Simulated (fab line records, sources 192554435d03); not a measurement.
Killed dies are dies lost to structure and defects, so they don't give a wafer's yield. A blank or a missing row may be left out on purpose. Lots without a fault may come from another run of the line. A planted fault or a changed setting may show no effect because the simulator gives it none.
A struck lot beside a sound one | flow n5_finfet | 38 steps out of a route of 1938
Sound: wafers L391.1, L391.4, L391.6. Struck: wafer L404.6. (L404.2 of the same lot was not struck and is left out.) The cause comes at the end.
At each step with rows: each side's tool, then ch and its chambers, then its first start. Under that, the readings that differ: sound wafers | struck wafers | difference of the means | sigmas: that difference in standard deviations of wafers without a fault.
alike: readings whose means differ by less than 2 such deviations, and words and numbers that are the same on both sides. not compared: withheld readings, readings that some wafer has no value for, bounds like >300 that may hide the same value, and numbers for which the record gives no deviation and whose values overlap.
The two part at a step that has a row with sigmas, a row that says differs or no value, or rows on one side only. Numbers that don't overlap but have no deviation are shown without sigmas and don't part them. A reading that every wafer of one side lacks parts them only if that side has two wafers or more.

first, 9 steps without rows for these wafers: N5_BEOL_M4_ANNEAL_95 (time 240 s); N5_BEOL_M4_SPUTTER_96 (material Cu, target thk 4.5 nm, time 8.29 s); N5_BEOL_M4_ECD_50 (material Cu, target thk 300 nm); N5_BEOL_M4_ANNEAL_51 (time 90 s); N5_BEOL_M4_CMP_52 (polishes, stops on SiOC, t overpolish 6.8 s, target thk 40 nm); N5_BEOL_M4_PRE_CLEAN_60 (time 15 s); N5_BEOL_M4_CO_CAP_55 (material Co, precursor CCTBA/H2, target thk 2 nm, time 102.1 s); N5_BEOL_M4_PRE_CLEAN_56 (time 15 s); N5_BEOL_M4_DEP_57 (deposits SiCN from 3MS/NH3, target thk 8 nm, time 14 s).
N5_BEOL_M4_RC_MEAS_101:
  sound on prober-01 ch 0, day 9 13:31; struck on prober-01 ch 0, day 12 17:07
  reading        | sound                | struck | difference | sigmas
  DIBL_N (mV/V)  | 36.2 36.4 39.1       | 34.3   | -2.9       | -2
  IOFF_P (nA/um) | 0.238 0.240 0.295    | 0.189  | -0.069     | -3
  ION_P (uA/um)  | 466 471 475          | 453    | -18        | -3
  VT_P (mV)      | -245.9 -247.6 -244.1 | -252.0 | -6.1       | -3
  alike: DIBL_P, IOFF_N, ION_N, SS_N, SS_P, VT_N
then, 24 steps without rows for these wafers: N5_BEOL_M5_ILD_DEP_00 (deposits SiCOH lowk from DEMS/porogen, target thk 140.64 nm, time 25.9 s); N5_BEOL_M5_CURE_79 (cures SiCOH lowk, time 240 s); N5_BEOL_M5_PECVD_70 (deposits SiO2 from TEOS/O2, target thk 16 nm, time 18 s); N5_BEOL_M5_HM_DEP_02 (deposits TiN, target thk 20 nm); N5_BEOL_M5_COAT_59 (time 60 s, resist thk 60 nm); N5_BEOL_M5_COAT_60 (time 60 s, resist thk 12 nm); N5_BEOL_M5_COAT_71 (time 60 s, resist thk 5 nm); N5_BEOL_M5_COAT_05 (resist thk 30 nm); N5_BEOL_M5_EBR_07; N5_BEOL_M5_SOFTBAKE_06 (time 60 s); N5_BEOL_M5_EXPOSE_08 (exposes mask M5, target cd 28 nm); N5_BEOL_M5_PEB_09 (peb time 60 s); N5_BEOL_M5_DEVELOP_10 (develop time 30 s); N5_BEOL_M5_DESCUM_16 (chemistry O2, time 7 s); N5_BEOL_M5_ETCH_72 (etches underlayer in N2/H2, target depth 6.5 nm, time 5.2 s); N5_BEOL_M5_ETCH_61 (etches SiARC in CF4, target depth 15.6 nm, time 26 s); N5_BEOL_M5_ETCH_62 (etches SOC in N2/H2, target depth 75 nm, overetch 15 nm, time 112.5 s); N5_BEOL_M5_STRIP_63 (strips in N2/H2); N5_BEOL_M5_STRIP_73 (strips in N2/H2); N5_BEOL_M5_STRIP_64 (strips in CF4); N5_BEOL_M5_HM_OPEN_17 (chemistry Cl2/BCl3, target TiN, target depth 20 nm, overetch 6 nm); N5_BEOL_M5_STRIP_19 (strips in O2); N5_BEOL_M5_COAT_65 (time 60 s, resist thk 60 nm); N5_BEOL_M5_COAT_66 (time 60 s, resist thk 12 nm).
-- the record jumps here: 4 days lie between the struck wafers' starts before and after (it left off in module BEOL_M5 and takes up again in module MIM_BOT_ETCH, whose first step shown is number 1866 of the route) --
N5_MIM_BOT_ETCH_ETCH_04: etches SiNx in CF4/O2, target depth 26 nm, time 13 s.
  sound on rie_diel-04 ch 1,3, day 13 13:11; struck on rie_diel-04 ch 1, day 17 01:17
  reading                              | sound            | struck | difference | sigmas
  oes_product_au (a.u.)                | 0.87 0.73 0.86   | 0.52   | -0.30      | -3
  model.etch.depth_nm (nm)             | 26.15 25.5 25.74 | 14.71  | -11.09     |
  model.MIM_BOT_ETCH.cd_offset_nm (nm) | 0 0 0            | 0.6    | +0.6       |
  alike: bias_w, drypump_motor_current_A, mfc_ar_sccm, rf_fwd_power_W, rf_vpp_V, showerhead_plenum_p_Torr, throttle_valve_pct
  not compared: rf_hours_counter_h, model.coat_of_MIM_BOT_LITHO_COAT_02.thk_nm
N5_MIM_BOT_ETCH_ETCH_03: etches the open film in Cl2/BCl3, target depth 12 nm.
  sound on rie_metal-01 ch 0,1, day 13 13:17; struck on rie_metal-02 ch 1, day 17 01:22
  reading                     | sound            | struck | difference | sigmas
  bias_w (W)                  | 100.0 100.1 99.5 | 100.6  | +0.7       | +2
  drypump_motor_current_A (A) | 5.3 5.4 5.5      | 6.3    | +0.9       | +2
  oes_product_au (a.u.)       | 0.93 0.67 0.67   | 0.51   | -0.25      | -3
  alike: rf_fwd_power_W, throttle_valve_pct
  not compared: rf_hours_counter_h
N5_MIM_BOT_ETCH_ETCH_00: etches TiN in Cl2/BCl3, target depth 45.5 nm.
  sound on rie_metal-01 ch 0,1, day 13 13:22; struck on rie_metal-02 ch 1, day 17 01:28
  reading                     | sound             | struck | difference | sigmas
  bias_w (W)                  | 126.6 126.5 125.4 | 125.3  | -0.9       | -2
  drypump_motor_current_A (A) | 5.3 5.4 5.5       | 6.3    | +0.9       | +2
  oes_product_au (a.u.)       | 0.94 0.67 0.67    | 0.51   | -0.25      | -3
  throttle_valve_pct (%)      | 21.53 22.04 22.04 | 22.33  | +0.46      | +3
  alike: mfc_ar_sccm, rf_fwd_power_W
  not compared: rf_hours_counter_h, model.coat_of_MIM_BOT_LITHO_COAT_02.thk_nm
N5_PASSIVATION_PROBE_49:
  sound on prober-01, day 13 23:31; struck on prober-02, day 17 10:25
  reading                  | sound          | struck | difference | sigmas
  defect_limited_yield (%) | 91.4 90.0 90.9 | 27.5   | -63.3      | -42
  killed_at_other          | 3 3 0          | 753    | +751       | +99 or more
  killed_dies              | 101 118 107    | 856    | +747       | +42
  killed_on_rim            | 18 23 16       | 140    | +121       | +32
  sort_bin_5_function (%)  | 5.3 5.7 5.1    | 68.9   | +63.5      | +67
  sort_n_pass              | 1079 1062 1073 | 324    | -747       | -42
  sort_yield_pct (%)       | 91.4 90.0 90.9 | 27.5   | -63.3      | -42
  alike: killed_at_M0_to_M3, killed_at_M4_up, killed_at_contacts, killed_at_front_end, killed_open, killed_short, sort_bin_6_memory

WHERE THEY PART
First at N5_BEOL_M4_RC_MEAS_101; last, within this record, at N5_PASSIVATION_PROBE_49.

WHY: what the simulator had put in
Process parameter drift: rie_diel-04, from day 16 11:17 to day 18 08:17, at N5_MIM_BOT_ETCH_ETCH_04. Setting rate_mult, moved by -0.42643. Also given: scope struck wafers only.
